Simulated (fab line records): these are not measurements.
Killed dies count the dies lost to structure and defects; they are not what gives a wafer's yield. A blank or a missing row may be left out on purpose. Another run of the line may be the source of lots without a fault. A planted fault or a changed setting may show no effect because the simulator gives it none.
fab line records	flow nand-harc
record: lots: 14	wafers: 42	last-day: 34
route steps=1302 shown A_CHANNEL_HOLE_D1@465
lots untouched by any fault: they come from a run of this same line in which no faults occurred
start-h: hours from the record's first day to the start of the lot's first wafer shown	wait-h: how many hours have passed since the lot's step before this one	" as in the row above	L1.1+2: several wafers, shown together as one row	- no value, or no start was given	* or withheld: withheld	< > ~ a bound
route shown NAME@n: a module of which the file shows steps, and the number in the route of the first	usual: mean/standard deviation taken from wafers without a fault	same: alike in all rows	chamber/n: place in a boat	sites: per-site readings	_std_site: how widely they spread, as a standard deviation	_edge_site: the outer-site mean with the inner-site mean subtracted	radius-mm: for every site, how far away it sits from the centre of the wafer	mask NAME#n: copy n	behind: the most recent tool/chamber to have shaped the wafer	hold: cause of the lot's hold/its duration in hours/its outcome	device: which transistor (n, p or np) failed to switch	end of line: the route-end tests of the same wafers	a step given without rows: its recipe and nothing more	killed: the dies lost at the first sort to structure and to defects; this is not the yield of the wafer	map: dies across one wafer; x = killed, . = not, _ = none there
set.NAME: setting as actually run; set.NAME@STEP: the setting as run at that earlier step	model.NAME: the simulator's own value behind a step, which no gauge read
one table for each step of the route and one row for each wafer, over a sample of lots
services: the hour from which a tool's chamber was out of use, counted from the record's first day as start-h (under 0 if before that day), plus the number of hours and why
== steps ==
step: NHARC_A_CHANNEL_HOLE_D1_DESCUM_15
recipe: time-s: 3	o2-flow-sccm: 200	ar-flow-sccm: 0	bias-power-w: 0	chemistry: O2
usual: drypump-motor-current-A: 5.8/0.37	oes-product-au: 1.004/0.0088	rf-vpp-V: 57.6/0.85	showerhead-plenum-p-Torr: 1.89/0.065	throttle-valve-pct: 11.312/0.0097
lot.wafer	tool	chamber	start-h	wait-h	drypump-motor-current-A	oes-product-au	rf-hours-counter-h	rf-vpp-V	showerhead-plenum-p-Torr	throttle-valve-pct
L498.4	rie-diel-03	1	186.11	0.1	6.1	1.007	6	56.4	1.86	11.324
L498.6	"	0	"	"	5.4	1.000	-	58.1	1.96	11.320
L498.5	"	1	"	"	6.1	1.013	-	57.8	1.86	11.306
L499.3	rie-diel-03	3	198.91	0.1	5.7	1.035	6	58.0	1.98	11.306
L499.4	"	0	"	"	5.4	1.004	7	57.5	1.96	11.296
L499.5	"	1	"	"	6.1	1.010	-	57.6	1.86	11.315
L500.3	rie-diel-03	2	213.11	0.1	6.4	1.008	8	55.9	1.83	11.325
L500.1	"	1	"	"	6.1	1.000	8	57.0	1.86	11.327
L500.5	"	3	"	"	5.7	1.026	-	58.7	1.98	11.306
L501.3	rie-diel-07	1	223.53	0.1	5.3	1.004	35	58.1	1.99	11.314
L501.5	"	1	"	"	5.3	1.007	-	58.4	1.99	11.306
L501.6	"	2	"	"	6.1	1.012	-	59.3	1.78	11.303
L503.4	rie-diel-03	1	249.56	0.1	6.1	1.004	11	56.9	1.86	11.327
L503.5	"	1	"	"	6.1	1.001	-	56.3	1.86	11.324
L503.6	"	2	"	"	6.3	1.003	-	56.3	1.83	11.317
L512.2	rie-diel-03	2	321.54	0.1	6.3	1.006	3	57.4	1.83	11.327
L512.4	"	0	"	"	5.4	1.011	3	57.5	1.96	11.322
L512.1	"	1	"	"	6.1	1.010	3	57.0	1.86	11.310
L511.2	rie-diel-03	1	323.14	0.1	6.1	1.013	4	57.4	1.86	11.320
L511.5	"	0	"	"	5.5	1.010	-	57.1	1.96	11.310
L511.6	"	1	"	"	6.1	0.998	-	56.7	1.86	11.308
L513.3	rie-diel-03	1	340.01	0.1	6.1	1.004	5	58.3	1.86	11.330
L513.5	"	2	"	"	6.3	0.990	-	58.2	1.83	11.321
L513.6	"	3	"	"	5.7	1.006	-	58.5	1.98	11.299
L514.1	rie-diel-03	0	347.56	0.1	5.5	0.995	6	58.2	1.96	11.292
L514.2	"	2	"	"	6.4	1.005	5	58.0	1.83	11.311
L514.4	"	2	"	"	6.4	0.995	-	57.5	1.83	11.311
L515.3	rie-diel-03	2	363.24	0.1	6.3	1.004	7	56.8	1.83	11.343
L515.1	"	3	"	"	5.7	1.006	6	57.8	1.97	11.317
L515.2	"	1	"	"	6.1	1.006	6	58.0	1.86	11.323
L516.4	rie-diel-03	3	364.64	0.1	5.7	0.999	6	57.5	1.97	11.307
L516.5	"	1	"	"	6.1	1.000	-	59.4	1.86	11.307
L516.6	"	2	"	"	6.4	0.997	-	56.6	1.83	11.318
L517.3	rie-diel-03	0	379.68	0.1	5.4	0.991	8	57.4	1.95	11.312
L517.6	"	1	"	"	6.1	0.990	-	55.5	1.86	11.325
L517.5	"	2	"	"	6.4	1.005	-	58.5	1.83	11.308
L518.2	rie-diel-03	3	403.62	0.1	5.7	0.995	9	58.1	1.97	11.306
L518.1	"	1	"	"	6.1	0.987	10	58.2	1.86	11.300
L518.6	"	3	"	"	5.7	0.996	-	59.3	1.97	11.304
L520.3	rie-diel-03	3	407.26	0.1	5.7	1.001	10	59.4	1.97	11.326
L520.4	"	0	"	"	5.4	1.003	11	58.1	1.95	11.314
L520.5	"	2	"	"	6.4	0.999	-	58.1	1.83	11.312
step: NHARC_A_CHANNEL_HOLE_D1_ETCH_16
recipe: target-depth-a: 31000	over-etch-frac: 0.3	time-s: 806	ion-energy-ev: 150	o2-flow-sccm: 400	cos-flow-sccm: 20	ar-flow-sccm: 0	rf-w: 500	bias-w: 300	chemistry: O2/COS
usual: bias-w: 300.0/0.96	chamber-pressure-mTorr: 20.001/0.019	drypump-motor-current-A: 5.8/0.36	oes-product-au: 1.004/0.0089	rf-vpp-V: 313.7/1.7	showerhead-plenum-p-Torr: 3.10/0.1	throttle-valve-pct: 28.330/0.0092
lot.wafer	tool	chamber	start-h	wait-h	bias-w	chamber-pressure-mTorr	drypump-motor-current-A	oes-product-au	rf-hours-counter-h	rf-vpp-V	showerhead-plenum-p-Torr	throttle-valve-pct
L498.4	rie-diel-03	1	-	-	299.8	19.993	6.1	1.011	6	313.9	3.04	28.340
L498.5	"	0	"	"	299.6	19.980	5.5	0.998	-	314.0	3.19	28.318
L498.6	"	1	"	"	299.2	20.002	6.1	1.014	-	312.6	3.04	28.341
L499.3	rie-diel-03	0	-	-	299.2	19.984	5.4	1.016	7	316.6	3.19	28.343
L499.4	"	1	"	"	300.3	19.970	6.1	0.999	8	313.6	3.04	28.346
L499.5	"	0	"	"	299.9	19.983	5.4	1.018	-	314.7	3.19	28.319
L500.3	rie-diel-03	3	-	-	300.8	19.971	5.7	1.031	7	314.6	3.22	28.334
L500.1	"	2	"	"	299.1	20.026	6.4	1.009	8	313.4	2.99	28.326
L500.5	"	0	"	"	299.1	20.006	5.5	1.015	-	314.8	3.19	28.335
L501.3	rie-diel-07	3	-	-	300.3	19.991	5.5	0.982	31	312.4	3.02	28.326
L501.5	"	0	"	"	298.8	19.977	6.0	0.987	-	310.1	2.96	28.328
L501.6	"	1	"	"	300.0	20.005	5.3	1.005	-	315.8	3.23	28.322
L503.4	rie-diel-03	2	-	-	301.6	19.989	6.4	1.015	11	312.1	2.99	28.337
L503.5	"	0	"	"	301.1	20.031	5.5	1.013	-	315.6	3.19	28.328
L503.6	"	1	"	"	300.2	20.012	6.1	1.010	-	312.8	3.04	28.334
L512.4	rie-diel-03	1	-	-	301.5	20.002	6.1	0.997	3	312.9	3.04	28.322
L512.2	"	2	"	"	299.6	19.971	6.4	0.998	3	312.0	2.99	28.319
L512.1	"	3	"	"	298.8	19.994	5.7	1.000	3	316.0	3.22	28.318
L511.2	rie-diel-03	0	-	-	300.4	19.977	5.4	1.007	4	316.3	3.19	28.313
L511.5	"	2	"	"	299.3	20.012	6.4	1.001	-	311.8	2.99	28.334
L511.6	"	1	"	"	298.7	19.978	6.1	1.011	-	312.6	3.04	28.344
L513.3	rie-diel-03	3	-	-	298.8	20.014	5.7	0.991	3	313.1	3.22	28.338
L513.6	"	3	"	"	300.6	19.985	5.7	1.007	-	314.4	3.22	28.331
L513.5	"	0	"	"	300.2	20.008	5.4	1.004	-	315.9	3.19	28.334
L514.1	rie-diel-03	0	-	-	300.6	20.017	5.5	1.004	6	314.8	3.19	28.336
L514.2	"	2	"	"	299.3	19.996	6.3	0.999	6	309.5	2.99	28.337
L514.4	"	2	"	"	299.5	20.011	6.4	1.000	-	311.9	2.99	28.334
L515.3	rie-diel-03	2	-	-	298.5	19.999	6.4	0.998	7	311.2	2.99	28.334
L515.1	"	0	"	"	302.5	20.012	5.5	0.995	7	314.6	3.19	28.323
L515.2	"	1	"	"	301.9	19.986	6.1	0.988	7	311.3	3.04	28.314
L516.4	rie-diel-03	3	-	-	300.1	19.998	5.7	1.001	6	316.3	3.22	28.315
L516.5	"	2	"	"	300.0	20.041	6.3	1.006	-	312.5	2.99	28.339
L516.6	"	3	"	"	300.3	20.002	5.7	1.005	-	315.5	3.22	28.314
L517.3	rie-diel-03	3	-	-	300.5	19.974	5.7	1.004	7	315.9	3.21	28.328
L517.5	"	3	"	"	301.0	20.005	5.7	1.010	-	315.7	3.21	28.338
L517.6	"	0	"	"	300.7	19.994	5.5	1.006	-	316.0	3.19	28.324
L518.1	rie-diel-03	1	-	-	299.2	19.996	6.1	0.994	10	311.8	3.04	28.324
L518.2	"	2	"	"	300.9	19.975	6.4	1.016	11	311.6	2.99	28.347
L518.6	"	0	"	"	300.0	20.015	5.5	1.007	-	314.2	3.18	28.333
L520.4	rie-diel-03	0	-	-	299.2	20.006	5.5	1.007	11	315.3	3.18	28.324
L520.3	"	3	"	"	298.5	20.039	5.7	1.005	10	314.9	3.21	28.317
L520.5	"	1	"	"	301.3	20.016	6.1	0.996	-	312.6	3.03	28.339
step: NHARC_A_CHANNEL_HOLE_D1_ETCH_23
recipe: bias-v: 5000	source-w: withheld	pressure-mtorr: 20	time-s: 819	ar-flow-sccm: 375	c4f8-flow-sccm: 89.3	o2-flow-sccm: 35.7	temp-c: -20	target-depth-a: 16000	chemistry: C4F8/O2/Ar
usual: c4f8-flow-sccm: 89.32/0.25	chamber-pressure-mTorr: 20.000/0.019	drypump-motor-current-A: 5.6/0.44	showerhead-plenum-p-Torr: 3.69/0.05	throttle-valve-pct: 32.155/0.0082
lot.wafer	tool	chamber	start-h	wait-h	c4f8-flow-sccm	chamber-pressure-mTorr	drypump-motor-current-A	rf-hours-counter-h	showerhead-plenum-p-Torr	throttle-valve-pct
L498.4	har-etch-02	0	192.64	0.5	88.76	19.996	6.4	-	3.76	32.157
L498.5	"	0	"	"	88.95	19.969	6.3	-	3.76	32.163
L498.6	"	1	"	"	89.06	19.995	5.4	-	3.76	32.155
L499.3	har-etch-02	1	201.75	0.5	89.53	20.000	5.4	-	3.76	32.142
L499.4	"	0	"	"	89.49	19.979	6.3	-	3.76	32.145
L499.5	"	1	"	"	89.66	20.000	5.5	-	3.76	32.163
L500.1	har-etch-01	0	215.73	0.5	89.35	20.012	5.7	104	3.72	32.172
L500.3	"	0	"	"	89.45	19.967	5.7	-	3.72	32.164
L500.5	"	0	"	"	89.26	20.002	5.7	-	3.72	32.162
L501.3	har-etch-02	0	226.96	0.5	89.28	19.990	6.4	-	3.75	32.148
L501.5	"	1	"	"	89.41	19.998	5.4	-	3.75	32.150
L501.6	"	0	"	"	88.90	19.996	6.4	-	3.75	32.172
L503.4	har-etch-01	1	253.51	0.5	89.76	19.998	5.1	-	3.63	32.152
L503.6	"	0	"	"	89.13	20.016	5.7	-	3.71	32.169
L503.5	"	1	"	"	89.46	20.021	5.1	-	3.63	32.155
L512.2	har-etch-01	1	325.95	0.5	89.54	19.984	5.1	169	3.61	32.154
L512.1	"	0	"	"	89.44	20.024	5.7	169	3.69	32.156
L512.4	"	0	"	"	89.12	20.020	5.7	-	3.69	32.158
L511.2	har-etch-02	1	328.30	0.5	89.39	19.995	5.4	387	3.72	32.142
L511.5	"	1	"	"	89.61	19.966	5.4	-	3.72	32.148
L511.6	"	0	"	"	89.17	19.965	6.3	-	3.72	32.165
L513.3	har-etch-02	1	345.21	0.5	89.63	19.982	5.4	-	3.71	32.156
L513.5	"	0	"	"	89.22	20.000	6.4	-	3.71	32.143
L513.6	"	1	"	"	89.11	20.024	5.4	-	3.71	32.167
L514.2	har-etch-02	0	350.38	0.5	88.85	19.991	6.3	399	3.71	32.154
L514.1	"	1	"	"	89.37	19.996	5.5	399	3.71	32.147
L514.4	"	0	"	"	89.43	20.021	6.3	-	3.71	32.164
L515.2	har-etch-01	0	366.25	0.5	89.25	20.020	5.7	188	3.68	32.143
L515.1	"	1	"	"	89.39	20.006	5.1	188	3.60	32.146
L515.3	"	0	"	"	89.04	19.995	5.7	-	3.68	32.150
L516.4	har-etch-02	0	368.02	0.5	89.17	19.963	6.3	-	3.71	32.151
L516.5	"	0	"	"	88.94	19.996	6.4	-	3.71	32.154
L516.6	"	1	"	"	89.47	20.014	5.4	-	3.71	32.149
L517.3	har-etch-01	0	384.82	0.5	89.02	20.013	5.7	-	3.67	32.156
L517.6	"	1	"	"	89.34	20.010	5.1	-	3.59	32.153
L517.5	"	0	"	"	89.45	19.992	5.7	-	3.67	32.159
L518.2	har-etch-01	1	406.24	0.5	89.26	20.005	5.1	211	3.59	32.160
L518.1	"	0	"	"	89.73	19.996	5.7	211	3.67	32.155
L518.6	"	0	"	"	89.67	20.026	5.7	-	3.67	32.158
L520.3	har-etch-01	0	410.64	0.5	89.04	20.022	5.7	-	3.66	32.156
L520.4	"	1	"	"	88.86	19.985	5.1	-	3.59	32.158
L520.5	"	1	"	"	89.40	20.018	5.1	-	3.58	32.167
step: NHARC_A_CHANNEL_HOLE_D1_ETCH_26
recipe: bias-v: 300	source-w: 2000	pressure-mtorr: 30	time-s: 224.1	ar-flow-sccm: 375	c4f8-flow-sccm: 11.4	o2-flow-sccm: 113.6	temp-c: -20	target-depth-a: 3000	chemistry: C4F8/O2/Ar
usual: bias-v: 300.4/2.8	c4f8-flow-sccm: 11.40/0.035	drypump-motor-current-A: 5.6/0.44	showerhead-plenum-p-Torr: 3.74/0.053	throttle-valve-pct: 24.584/0.0086
lot.wafer	tool	chamber	start-h	wait-h	bias-v	c4f8-flow-sccm	drypump-motor-current-A	rf-hours-counter-h	showerhead-plenum-p-Torr	throttle-valve-pct
L498.4	har-etch-02	0	194.81	0.5	302.8	11.37	6.3	-	3.81	24.585
L498.5	"	0	"	"	298.7	11.39	6.4	-	3.81	24.581
L498.6	"	1	"	"	298.6	11.45	5.5	-	3.81	24.583
L499.3	har-etch-02	1	203.93	0.5	302.8	11.43	5.4	-	3.81	24.579
L499.4	"	0	"	"	301.2	11.34	6.4	-	3.81	24.565
L499.5	"	1	"	"	298.5	11.40	5.4	-	3.81	24.592
L500.1	har-etch-01	0	218.07	0.7	301.5	11.40	5.7	106	3.77	24.591
L500.3	"	0	"	"	300.4	11.35	5.7	-	3.77	24.598
L500.5	"	0	"	"	303.0	11.39	5.7	-	3.77	24.574
L501.3	har-etch-02	0	229.06	0.4	297.5	11.46	6.3	-	3.80	24.579
L501.5	"	1	"	"	302.5	11.39	5.4	-	3.80	24.592
L501.6	"	0	"	"	295.8	11.44	6.3	-	3.80	24.584
L503.4	har-etch-01	1	255.61	0.4	295.7	11.42	5.1	-	3.67	24.596
L503.6	"	0	"	"	302.9	11.41	5.7	-	3.76	24.581
L503.5	"	1	"	"	295.7	11.44	5.1	-	3.67	24.572
L512.2	har-etch-01	1	328.30	0.7	-	-	-	-	-	-
L512.1	"	0	"	"	-	-	-	-	-	-
L512.4	"	0	"	"	-	-	-	-	-	-
L511.2	har-etch-02	1	330.64	0.7	-	-	-	-	-	-
L511.5	"	1	"	"	-	-	-	-	-	-
L511.6	"	0	"	"	-	-	-	-	-	-
L513.3	har-etch-02	1	347.31	0.4	303.4	11.38	5.4	-	3.76	24.582
L513.5	"	0	"	"	300.0	11.34	6.3	-	3.76	24.576
L513.6	"	1	"	"	299.4	11.46	5.4	-	3.76	24.586
L514.2	har-etch-02	0	352.75	0.7	301.0	11.40	6.3	401	3.76	24.592
L514.1	"	1	"	"	304.7	11.44	5.4	401	3.76	24.573
L514.4	"	0	"	"	304.5	11.44	6.3	-	3.76	24.572
L515.2	har-etch-01	0	368.61	0.7	297.2	11.36	5.7	190	3.72	24.584
L515.1	"	1	"	"	299.6	11.36	5.1	190	3.64	24.598
L515.3	"	0	"	"	301.5	11.40	5.7	-	3.72	24.585
L516.4	har-etch-02	0	370.20	0.5	302.6	11.42	6.3	-	3.75	24.590
L516.5	"	0	"	"	300.2	11.44	6.3	-	3.75	24.581
L516.6	"	1	"	"	306.6	11.42	5.4	-	3.75	24.590
L517.3	har-etch-01	0	386.89	0.4	305.7	11.40	5.7	-	3.71	24.593
L517.6	"	1	"	"	301.7	11.39	5.1	-	3.63	24.583
L517.5	"	0	"	"	301.7	11.44	5.7	-	3.71	24.572
L518.2	har-etch-01	1	408.58	0.7	300.3	11.46	5.1	213	3.62	24.578
L518.1	"	0	"	"	297.1	11.40	5.7	213	3.71	24.594
L518.6	"	0	"	"	296.4	11.35	5.7	-	3.71	24.593
L520.3	har-etch-01	0	412.82	0.5	303.5	11.40	5.7	-	3.71	24.590
L520.4	"	1	"	"	300.3	11.35	5.1	-	3.62	24.574
L520.5	"	1	"	"	301.7	11.38	5.1	-	3.62	24.590
== services ==
tool	chamber	start-h	hours	kind
rie-diel-03	0	162.45	-	clean
rie-diel-03	1	162.45	-	clean
rie-diel-03	2	162.45	-	clean
rie-diel-03	3	162.45	-	clean
rie-diel-03	0	186.95	-	clean
rie-diel-03	1	186.95	-	clean
rie-diel-03	2	186.95	-	clean
rie-diel-03	3	186.95	-	clean
rie-diel-07	-	190.19	0.6	repair
rie-diel-03	0	211.45	-	clean
rie-diel-03	1	211.45	-	clean
rie-diel-03	2	211.45	-	clean
rie-diel-03	3	211.45	-	clean
rie-diel-07	0	211.67	2.3	repair
rie-diel-07	3	244.60	3.2	repair
rie-diel-03	-	281.45	9.0	pm
rie-diel-07	-	295.24	9.0	pm
rie-diel-03	3	322.46	13.9	repair
rie-diel-07	3	326.27	4.9	repair
rie-diel-07	1	342.47	4.8	repair
rie-diel-03	1	347.12	5.1	repair
rie-diel-07	1	355.11	4.6	repair
har-etch-02	-	377.00	17.0	pm
rie-diel-03	-	405.33	1.5	repair
== key ==
first-sign: step: NHARC_A_CHANNEL_HOLE_D1_ETCH_26	reading: tool-record	direction: missing
effect none on later readings
met-at NHARC_A_CHANNEL_HOLE_D1_ETCH_26
struck-lots L511,L512
later-rows-left-out L511.2,L511.5,L511.6,L512.1,L512.2,L512.4
sort-left-out L511.2,L511.5,L511.6,L512.1,L512.2,L512.4
tester-left-out L511,L512
not-acting-at NHARC_A_CHANNEL_HOLE_D1_DESCUM_15,NHARC_A_CHANNEL_HOLE_D1_ETCH_16,NHARC_A_CHANNEL_HOLE_D1_ETCH_23
onset-between 255.61 328.30
fault: kind: skipped-step-whole	tool: har-etch-01,har-etch-02	chamber: -	onset-h: 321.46	steps: NHARC_A_CHANNEL_HOLE_D1_ETCH_26	scope: struck-lots-only
tester-left-out: of these lots the tester's yield and bins aren't shown, on N5 and GAA mostly nor the transistor test; their killed dies are dies lost to structure and defects alone, not to doping, threshold or leakage, so they don't give the yield
sort-left-out: the simulated sort isn't trusted on such a fault, so these wafers' sort isn't shown, and their yield isn't known
later-rows-left-out: the simulator's readings of these wafers behind a module that went badly wrong aren't trusted and aren't shown, but for the sort
